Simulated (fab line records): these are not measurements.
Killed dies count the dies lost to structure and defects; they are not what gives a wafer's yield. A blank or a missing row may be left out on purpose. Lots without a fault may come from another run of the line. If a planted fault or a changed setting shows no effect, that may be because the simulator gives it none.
fab line records	flow n5-finfet
[record] lots = 9	wafers = 27	last-day = 20
route steps=1938 shown START@1 WELL_APT@48 PMOS_HMC_CHANNEL_EPI@57 BEOL_M4@1111
lots untouched by any fault: they come from a run of this same line in which no faults occurred
start-h: hours from the record's first day to the start of the lot's first wafer shown	wait-h: how many hours have passed since the lot's step before this one	" unchanged from the row above	L1.1+2: one row covering several wafers at once	- value missing, or start not given	* or withheld: withheld	< > ~ a bound
route shown NAME@n: names a module that has steps shown in the file, with the first one's number in the route	usual: average and standard deviation across the fault-free wafers	same: alike in all rows	chamber/n: place in a boat	sites: each site's reading	_std_site: their standard deviation	_edge_site: the outer-site mean with the inner-site mean subtracted	radius-mm: for every site, how far away it sits from the centre of the wafer	mask NAME#n: copy n	behind: tool/chamber where the wafer was last shaped	hold: cause of the lot's hold/its duration in hours/its outcome	device: the n, p or np transistor that did not switch	end of line: at the end of the route, the tests of the same wafers	step lacking rows: just its recipe	killed: the dies lost at the first sort to structure and to defects; this is not the yield of the wafer	map: a wafer's dies, marking killed ones x, the rest . and places with no die _
set.NAME: the setting the step ran with; set.NAME@STEP: the setting that earlier step ran with	model.NAME: the simulator's own value behind a step, which no gauge read
one table for each step of the route and one row for each wafer, over a sample of lots
services: the hour from which a tool's chamber was out of use, counted from the record's first day as start-h (under 0 if before that day), plus the number of hours and why
[[steps]]
[step N5_START_INSPECT_01]
[recipe] inspect-instrument = unpatterned-scan	mode = incoming
[usual] raw-defect-count = 6/3.3
lot.wafer	tool	chamber	start-h	wait-h	raw-defect-count
L874.2	defect-inspect-01	-	12.03	-	6
L874.5	"	-	"	"	7
L874.6	"	-	"	"	11
L877.1	defect-inspect-01	-	30.03	-	6
L877.2	"	-	"	"	4
L877.5	"	-	"	"	5
L878.1	defect-inspect-02	-	36.03	-	4
L878.3	"	-	"	"	5
L878.5	"	-	"	"	13
L882.1	defect-inspect-02	-	60.03	-	7
L882.3	"	-	"	"	6
L882.4	"	-	"	"	7
L883.1	defect-inspect-02	-	66.03	-	6
L883.4	"	-	"	"	2
L883.6	"	-	"	"	4
L884.1	defect-inspect-01	-	72.03	-	7
L884.2	"	-	"	"	3
L884.4	"	-	"	"	8
L886.1	defect-inspect-01	-	84.03	-	4
L886.4	"	-	"	"	9
L886.6	"	-	"	"	9
L896.1	defect-inspect-02	-	144.03	-	4
L896.2	"	-	"	"	9
L896.3	"	-	"	"	5
L897.4	defect-inspect-02	-	150.04	-	8
L897.5	"	-	"	"	8
L897.6	"	-	"	"	10
[step N5_WELL_APT_IMPLANT_32]
[recipe] species = BF2	energy-kev = 50	dose-cm2 = 2e+13	tilt-deg = 0	rotation-deg = 0
[usual] dose-ions-cm2 = 1.9999e+13/2.1e+10	faraday-current-uA = 253/5.4
lot.wafer	tool	chamber	start-h	wait-h	dose-ions-cm2	faraday-current-uA
L874.2	implanter-02	0	15.56	0.1	1.9996e+13	253
L874.5	"	0	"	"	1.9979e+13	260
L874.6	"	0	"	"	1.9996e+13	255
L877.1	implanter-01	0	33.32	0.1	2.0005e+13	249
L877.2	"	0	"	"	1.9994e+13	260
L877.5	"	0	"	"	1.9985e+13	256
L878.1	implanter-01	0	39.22	0.1	2.0008e+13	254
L878.3	"	0	"	"	2.0017e+13	243
L878.5	"	0	"	"	2e+13	252
L882.1	implanter-01	0	63.33	0.1	2.7441e+13	352
L882.3	"	0	"	"	2.744e+13	343
L882.4	"	0	"	"	2.7446e+13	347
L883.1	implanter-01	0	70.63	0.1	2.741e+13	354
L883.4	"	0	"	"	2.7433e+13	355
L883.6	"	0	"	"	2.7428e+13	349
L884.1	implanter-01	0	75.30	0.1	2.7401e+13	347
L884.2	"	0	"	"	2.7433e+13	347
L884.4	"	0	"	"	2.7416e+13	361
L886.1	implanter-02	0	87.63	0.1	1.9988e+13	252
L886.4	"	0	"	"	1.9961e+13	253
L886.6	"	0	"	"	2.002e+13	251
L896.1	implanter-01	0	147.47	0.1	2.0004e+13	242
L896.2	"	0	"	"	1.9964e+13	258
L896.3	"	0	"	"	1.9974e+13	257
L897.4	implanter-01	0	153.75	0.1	1.9986e+13	250
L897.5	"	0	"	"	1.9988e+13	248
L897.6	"	0	"	"	2.0021e+13	255
[step N5_PMOS_HMC_CHANNEL_EPI_HM_DEP_34]
[recipe] material = SiO2	target-thk-a = 360	temp-c = 400	precursor = TEOS/O2	pressure-torr = 6.5	rf-w = 900	teos-flow-sccm = 161.4	gas = O2	flow-sccm = 2650	time-s = 6.9
[usual] heater-power-w = 545/95	rf-fwd-power-W = 885/5.4	showerhead-plenum-p-Torr = 8.36/0.058	throttle-valve-pct = 18.7/1.2
lot.wafer	tool	chamber	start-h	wait-h	heater-power-w	rf-fwd-power-W	showerhead-plenum-p-Torr	throttle-valve-pct
L874.2	pecvd-02	0	16.92	0.0	433	885	8.42	17.9
L874.5	"	0	"	"	423	884	8.41	18.3
L874.6	"	2	"	"	478	891	8.30	20.9
L877.1	pecvd-02	2	34.72	0.0	457	885	8.31	21.7
L877.2	"	1	"	"	563	887	8.33	18.3
L877.5	"	1	"	"	555	884	8.35	18.5
L878.1	pecvd-01	2	40.72	0.0	696	877	8.32	18.0
L878.3	"	1	"	"	398	879	8.27	18.3
L878.5	"	2	"	"	698	877	8.29	18.0
L882.1	pecvd-02	2	64.73	0.0	568	889	8.31	17.1
L882.3	"	1	"	"	480	889	8.34	18.6
L882.4	"	2	"	"	568	893	8.33	17.1
L883.1	pecvd-02	2	72.03	0.0	525	893	8.32	17.2
L883.4	"	0	"	"	353	886	8.42	18.1
L883.6	"	1	"	"	539	886	8.36	18.2
L884.1	pecvd-01	2	76.80	0.0	755	874	8.28	17.9
L884.2	"	0	"	"	624	891	8.31	19.6
L884.4	"	2	"	"	750	876	8.27	18.1
L886.1	pecvd-04	2	89.20	0.0	644	880	8.37	17.6
L886.4	"	0	"	"	524	889	8.46	18.9
L886.6	"	2	"	"	651	879	8.38	17.5
L896.1	pecvd-01	1	148.88	0.0	387	880	8.26	18.2
L896.2	"	0	"	"	554	888	8.32	19.9
L896.3	"	2	"	"	743	880	8.29	18.6
L897.4	pecvd-04	1	155.29	0.0	596	883	8.36	20.6
L897.5	"	1	"	"	601	886	8.37	20.9
L897.6	"	0	"	"	489	884	8.46	19.2
[step N5_PMOS_HMC_CHANNEL_EPI_DESCUM_14]
[recipe] chemistry = O2	time-s = 7.9	source-power-w = 50	bias-power-w = 20	pressure-mtorr = 20	rf-frequency-hz = 2.712e+07	temp-c = 40	resist = CAR-ArF-block	o2-flow-sccm = 225
[usual] bias-power-w = 20.00/0.062	drypump-motor-current-A = 5.7/0.4	oes-product-au = 0.78/0.087	rf-fwd-power-W = 49.50/0.19	rf-vpp-V = 243.0/1.3	showerhead-plenum-p-Torr = 2.09/0.064	throttle-valve-pct = 20.49/0.19
lot.wafer	tool	chamber	start-h	wait-h	bias-power-w	drypump-motor-current-A	oes-product-au	rf-fwd-power-W	rf-hours-counter-h	rf-vpp-V	showerhead-plenum-p-Torr	throttle-valve-pct
L874.2	rie-diel-02	1	18.81	1.4	20.01	5.6	0.80	49.37	111	241.6	2.03	20.62
L874.5	"	1	"	"	20.04	5.6	0.80	49.53	-	240.7	2.02	20.62
L874.6	"	3	"	"	19.94	5.9	0.78	49.60	-	241.7	2.02	20.30
L877.1	rie-diel-02	2	35.10	0.0	20.05	6.0	0.93	49.37	19	242.7	2.06	20.38
L877.2	"	0	"	"	19.88	4.8	0.70	49.55	212	243.8	2.17	20.74
L877.5	"	3	"	"	19.97	5.9	0.76	49.66	-	242.6	2.02	20.32
L878.1	rie-diel-02	1	41.21	0.0	19.83	5.6	0.78	49.94	120	241.1	2.02	20.63
L878.3	"	2	"	"	20.03	6.1	0.93	49.28	21	242.5	2.06	20.38
L878.5	"	0	"	"	20.02	4.8	0.71	49.60	-	244.0	2.16	20.75
L882.1	rie-diel-05	1	65.09	0.0	20.01	5.3	0.97	49.16	8	244.0	2.15	20.13
L882.3	"	2	"	"	19.95	6.2	0.68	49.74	236	242.9	2.06	20.69
L882.4	"	0	"	"	19.96	5.8	0.72	49.40	182	241.8	2.09	20.28
L883.1	rie-diel-03	0	72.53	0.0	20.04	5.9	0.85	49.27	62	244.3	2.20	20.34
L883.4	"	3	"	"	19.97	5.5	0.74	49.62	143	243.4	2.19	20.54
L883.6	"	3	"	"	20.03	5.5	0.74	49.62	-	245.0	2.19	20.52
L884.1	rie-diel-05	1	77.31	0.0	20.02	5.3	0.95	49.54	12	243.4	2.15	20.14
L884.2	"	3	"	"	19.95	6.4	0.78	49.41	131	243.4	2.09	20.66
L884.4	"	2	"	"	20.04	6.2	0.68	49.75	240	242.9	2.06	20.69
L886.1	rie-diel-05	1	89.70	0.0	19.96	5.3	0.96	49.47	15	243.7	2.14	20.16
L886.4	"	0	"	"	19.91	5.8	0.71	49.64	190	242.9	2.09	20.28
L886.6	"	1	"	"	19.96	5.4	0.95	49.25	-	243.9	2.14	20.16
L896.1	rie-diel-03	2	149.37	0.0	19.92	5.7	0.71	49.51	196	240.7	1.99	20.53
L896.2	"	1	"	"	20.02	5.7	0.74	49.08	172	243.3	2.08	20.72
L896.3	"	0	"	"	20.02	5.9	0.83	49.52	83	243.8	2.19	20.37
L897.4	rie-diel-03	0	155.79	0.0	19.97	6.0	0.82	49.49	85	245.1	2.19	20.36
L897.5	"	0	"	"	20.00	6.0	0.83	49.36	-	244.8	2.19	20.38
L897.6	"	1	"	"	19.95	5.7	0.74	49.29	-	242.1	2.08	20.72
[step N5_BEOL_M4_RC_MEAS_101]
[usual] CJ_N = 4.31/0.079	DIBL_N = 36.5/1.2	DIBL_P = 36.5/1.6	IOFF_N = 0.162/0.023	IOFF_P = 0.221/0.03	ION_N = 678/8	ION_P = 466/6.3	RS_PWELL = 3004/25	SS_N = 71.6/0.46	SS_P = 73.3/0.57	VT_N = 249.2/2.6	VT_P = -249/3.3
lot.wafer	tool	chamber	start-h	wait-h	CJ_N	DIBL_N[mV/V]	DIBL_P[mV/V]	IOFF_N[nA/um]	IOFF_P[nA/um]	ION_N[uA/um]	ION_P[uA/um]	RS_PWELL[ohm/sq]	SS_N[mV/dec]	SS_P[mV/dec]	VT_N[mV]	VT_P[mV]
L874.2	prober-02	0	183.81	0.3	4.42	38.6	36.2	0.178	0.225	683	463	3006	71.8	73.7	247.0	-252
L874.5	"	0	"	"	4.36	36.6	34.8	0.144	0.207	665	460	2967	71.2	73.2	249.8	-250
L874.6	"	0	"	"	4.30	37.1	34.5	0.149	0.197	679	463	3003	72.2	72.9	249.5	-252
L877.1	prober-02	0	235.17	0.0	4.18	34.9	33.9	0.131	0.212	674	468	3012	71.7	72.4	250.3	-247
L877.2	"	0	"	"	4.23	35.4	32.9	0.129	0.198	664	456	3005	71.5	72.3	253.1	-251
L877.5	"	0	"	"	4.29	36.6	34.1	0.145	0.216	668	469	2976	72.1	72.4	250.4	-247
L878.1	prober-02	0	241.66	0.0	4.33	36.6	38.9	0.186	0.239	683	467	2998	71.1	74.4	248.0	-248
L878.3	"	0	"	"	4.40	37.0	39.9	0.209	0.253	693	470	3031	71.8	73.7	244.0	-245
L878.5	"	0	"	"	4.37	36.9	39.0	0.191	0.232	682	470	3032	71.4	73.8	246.5	-248
L882.1	prober-02	0	257.33	0.0	5.15	35.6	36.0	0.147	0.205	678	465	2966	71.7	73.0	252.7	-252
L882.3	"	0	"	"	5.00	35.6	36.5	0.147	0.210	667	458	2972	71.4	73.1	250.1	-250
L882.4	"	0	"	"	5.18	35.2	35.2	0.143	0.194	679	464	2983	70.9	73.2	250.8	-252
L883.1	prober-02	0	265.30	0.0	4.97	37.6	37.1	0.174	0.229	679	463	2929	71.6	73.1	246.9	-248
L883.4	"	0	"	"	5.01	37.7	36.4	0.159	0.214	672	460	2925	71.2	73.1	249.2	-249
L883.6	"	0	"	"	4.90	37.8	37.2	0.172	0.227	676	468	2920	71.8	72.6	247.6	-252
L884.1	prober-01	0	266.00	0.0	4.95	34.6	35.7	0.138	0.203	666	463	2914	71.1	72.7	250.9	-250
L884.2	"	0	"	"	5.03	38.0	39.0	0.193	0.261	682	465	2924	72.3	74.4	245.5	-247
L884.4	"	0	"	"	5.05	37.0	37.6	0.164	0.230	663	458	2915	71.8	73.6	249.4	-251
L886.1	prober-02	0	290.03	0.0	4.43	37.5	36.6	0.181	0.252	674	459	3037	72.5	73.3	250.2	-246
L886.4	"	0	"	"	4.47	38.3	38.0	0.198	0.271	677	466	3009	72.7	73.6	248.7	-245
L886.6	"	0	"	"	4.41	36.6	36.3	0.161	0.251	673	465	3034	71.7	72.7	247.8	-245
L896.1	prober-02	0	357.87	0.0	4.17	36.5	36.1	0.189	0.268	692	478	2999	71.5	73.4	246.6	-241
L896.2	"	0	"	"	4.25	34.9	33.7	0.157	0.225	680	474	2993	71.4	72.5	248.0	-245
L896.3	"	0	"	"	4.12	34.3	34.0	0.154	0.230	686	477	2996	71.4	72.6	248.0	-246
L897.4	prober-02	0	367.87	0.5	4.18	38.1	38.1	0.181	0.251	678	468	2992	72.3	74.5	248.3	-249
L897.5	"	0	"	"	4.22	37.7	36.9	0.170	0.233	691	469	2991	72.2	74.4	249.1	-247
L897.6	"	0	"	"	4.25	39.2	38.9	0.206	0.258	690	463	2987	72.1	73.9	245.9	-249
[[services]]
tool	chamber	start-h	hours	kind
rie-diel-05	-	1.12	0.1	repair
pecvd-02	1	2.12	28.4	repair
rie-diel-03	1	2.61	9.5	repair
implanter-02	-	2.92	3.0	repair
rie-diel-03	2	4.71	7.2	repair
rie-diel-02	0	12.34	13.6	repair
rie-diel-03	-	13.33	14.6	pm
pecvd-04	-	15.92	2.4	repair
implanter-02	-	24.69	0.9	repair
implanter-02	-	30.59	6.5	pm
implanter-02	-	39.49	1.7	repair
rie-diel-02	0	44.84	6.4	repair
implanter-02	-	46.77	5.5	repair
pecvd-01	1	48.63	39.2	repair
pecvd-04	-	64.76	0.8	repair
pecvd-01	0	65.39	4.7	repair
pecvd-01	0	81.22	3.8	repair
pecvd-04	2	93.83	6.5	repair
rie-diel-05	3	93.94	21.0	repair
rie-diel-02	1	107.68	15.5	repair
rie-diel-02	2	107.69	2.9	repair
pecvd-02	1	133.62	50.0	repair
rie-diel-02	-	151.09	15.6	pm
rie-diel-05	-	153.22	28.1	pm
[[key]]
[first-sign] step = N5_WELL_APT_IMPLANT_32	reading = dose-ions-cm2	direction = up	sigmas = 99+	usual = 1.9999e+13	struck = 2.7428e+13
[effect] step = N5_WELL_APT_IMPLANT_32	reading = faraday-current-uA	direction = up	sigmas = 18	usual = 253	struck = 351
[effect] step = N5_BEOL_M4_RC_MEAS_101	reading = CJ_N	direction = up	sigmas = 9.2	usual = 4.31	struck = 5.03
[effect] step = N5_BEOL_M4_RC_MEAS_101	reading = RS_PWELL	direction = down	sigmas = 2.7	usual = 3004	struck = 2939
met-at N5_WELL_APT_IMPLANT_32
struck-lots L882,L883,L884
not-acting-at N5_START_INSPECT_01,N5_PMOS_HMC_CHANNEL_EPI_HM_DEP_34,N5_PMOS_HMC_CHANNEL_EPI_DESCUM_14
onset-between 39.22 63.33
[fault] kind = process-parameter-drift	tool = implanter-01	chamber = -	onset-h = 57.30	steps = N5_WELL_APT_IMPLANT_32	channel = dose-cm2	offset = 7.4131e+12	shape = step	end-h = 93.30	acts-in = these-recipes-only	stated = 2e+13
